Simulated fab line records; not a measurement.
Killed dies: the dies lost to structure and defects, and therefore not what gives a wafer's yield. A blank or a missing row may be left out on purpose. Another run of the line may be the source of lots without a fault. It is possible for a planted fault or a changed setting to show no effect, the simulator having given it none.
Struck lot and sound lot, side by side + flow nand harc + 41 steps out of a route of 1302
Sound: these wafers, L494.1, L494.4, L494.5. Struck: wafers L502.2, L502.3, L502.6. Last of all comes the cause.
Per side, at each step with rows, come the tool, then ch with its chambers, and then its first start. Under that, the readings that differ: sound wafers + struck wafers + difference of the means + sigmas: that difference in standard deviations of wafers without a fault.
alike: words and numbers the same on both sides, and readings whose means are apart by under 2 such deviations; not compared: readings that were withheld, readings missing a value for some wafer, numbers with overlapping values and no deviation given by the record, and bounds like >300 which may hide the same value.
The two part at a step that has a row with sigmas, a row that says differs or no value, or rows on one side only. Non-overlapping numbers with no deviation appear without sigmas and do not part them. A reading missing from all wafers of one side parts the sides only when that side holds two or more wafers.

first, 7 steps without rows for these wafers: NHARC_A_M1_COAT_34 (time 65 s); NHARC_A_M1_COAT_03 (resist thk 90 nm); NHARC_A_M1_SOFTBAKE_04 (time 55 s); NHARC_A_M1_EBR_05; NHARC_A_M1_EXPOSE_06 (exposes mask A M1, target cd 120 nm); NHARC_A_M1_PEB_07 (peb time 65 s); NHARC_A_M1_DEVELOP_08 (develop time 35 s).
NHARC_A_M1_CD_MEAS_09: the cd target is 120 nm.
  sound on cd sem-01 ch 0, day 25 13:30; struck on cd sem-03 ch 0, day 28 10:23
  alike: cd nm
NHARC_A_M1_OVL_MEAS_10: pitch 240 nm.
  struck on overlay-01, day 28 10:29; sound on overlay-01, day 25 13:35
  alike: overlay x nm, overlay y nm
NHARC_A_M1_INSPECT_11:
  struck on defect inspect-02, day 28 10:31; sound on defect inspect-01, day 25 13:37
| reading          | sound       | struck   | difference | sigmas |
|------------------|-------------|----------|------------|--------|
| raw defect count | 133 133 133 | 76 67 82 | -58        | -2     |
then, 2 steps without rows for these wafers: NHARC_A_M1_DESCUM_14 (chemistry O2, time 3 s); NHARC_A_M1_ETCH_35 (etches the open film in N2/H2, target depth 40 nm, overetch 12 nm, time 43.94 s).
NHARC_A_M1_ETCH_15: etches the open film in C4F8/Ar, target depth 182.5 nm, time 91.2 s.
  sound on rie diel-08 ch 0,1,3, day 25 13:51; struck on rie diel-08 ch 1,2, day 28 10:45
| reading               | sound             | struck            | difference | sigmas |
|-----------------------|-------------------|-------------------|------------|--------|
| oes product au (a.u.) | 0.972 0.993 0.955 | 0.924 0.921 0.932 | -0.048     | -2     |
  alike: rf vpp V
  not compared: rf hours counter h
NHARC_A_M1_CD_MEAS_16:
  struck on cd sem-01, day 28 10:53; sound on cd sem-01, day 25 13:59
  alike: cd nm
then, 3 steps without rows for these wafers: NHARC_A_M1_STRIP_18 (strips in N2/H2); NHARC_A_M1_ETCH_28 (etches the open film in CF4/N2, target depth 30 nm, time 72.99 s); NHARC_A_M1_STRIP_19 (strips in post etch residue remover, time 600 s).
NHARC_A_M1_DEGAS_29: time 60 s.
  struck on pvd sputter-03, day 28 11:38; sound on pvd sputter-03, day 25 14:42
  alike: heater power w
then, 1 step without rows for these wafers: NHARC_A_M1_PRE_CLEAN_30 (time 30 s).
NHARC_A_M1_PVD_20: deposits TaN, target thk 5 nm, time 8.06 s.
  sound on pvd sputter-03; struck on pvd sputter-03
  alike: throttle valve pct
NHARC_A_M1_PVD_21: deposits Cu, target thk 30 nm, time 20.49 s.
  sound on pvd sputter-03; struck on pvd sputter-03
  alike: throttle valve pct
then, 2 steps without rows for these wafers: NHARC_A_M1_ECD_22 (material Cu, target thk 400 nm); NHARC_A_M1_ANNEAL_31 (time 90 s).
NHARC_A_M1_CMP_23: polishes, t overpolish 20 s, target thk 154.34 nm.
  sound on cmp-03 ch 0,2,3, day 25 15:50; struck on cmp-02 ch 0,1,3, day 28 12:45
  alike: motor current A, slurry flow ml min, time to endpoint s
NHARC_A_M1_THK_MEAS_24: measures by xrf.
  struck on film metro-01, day 28 13:02; sound on film metro-02, day 25 16:05
  alike: thk nm
then, 2 steps without rows for these wafers: NHARC_A_M1_SRD_25; NHARC_A_M1_PRE_CLEAN_32 (time 12 s).
NHARC_A_M1_DEP_33: deposits SiCN, target thk 30 nm.
  sound on pecvd-04 ch 0,2, day 25 16:23; struck on pecvd-01 ch 0,1, day 28 13:23
  alike: heater power outer w, heater power w
then, 2 steps without rows for these wafers: NHARC_A_BONDPAD_DEP_00 (deposits SiCN, target thk 250 nm); NHARC_A_BONDPAD_CMP_29 (polishes SiCN, target thk 200 nm).
NHARC_A_BONDPAD_THK_MEAS_30: measures by ellipsometry.
  struck on film metro-01, day 28 14:33; sound on film metro-01, day 25 17:37
  alike: thk nm
then, 9 steps without rows for these wafers: NHARC_A_BONDPAD_SRD_31; NHARC_A_BONDPAD_DEHYDRATE_01 (time 120 s); NHARC_A_BONDPAD_HMDS_02 (time 30 s); NHARC_A_BONDPAD_COAT_33 (time 65 s); NHARC_A_BONDPAD_COAT_03 (resist thk 600 nm); NHARC_A_BONDPAD_SOFTBAKE_04 (time 70 s); NHARC_A_BONDPAD_EBR_05; NHARC_A_BONDPAD_EXPOSE_06 (exposes mask A BPAD); NHARC_A_BONDPAD_PEB_07 (peb time 80 s).
NHARC_END_SORT_01:
  at this point the record logs the struck wafers (prober-02 ch 0, day 29 23:06) and has no rows for the sound ones

== WHERE THEY PART ==
First at NHARC_A_M1_INSPECT_11; last, within this record, at NHARC_END_SORT_01.

WHY: what the simulator had put in
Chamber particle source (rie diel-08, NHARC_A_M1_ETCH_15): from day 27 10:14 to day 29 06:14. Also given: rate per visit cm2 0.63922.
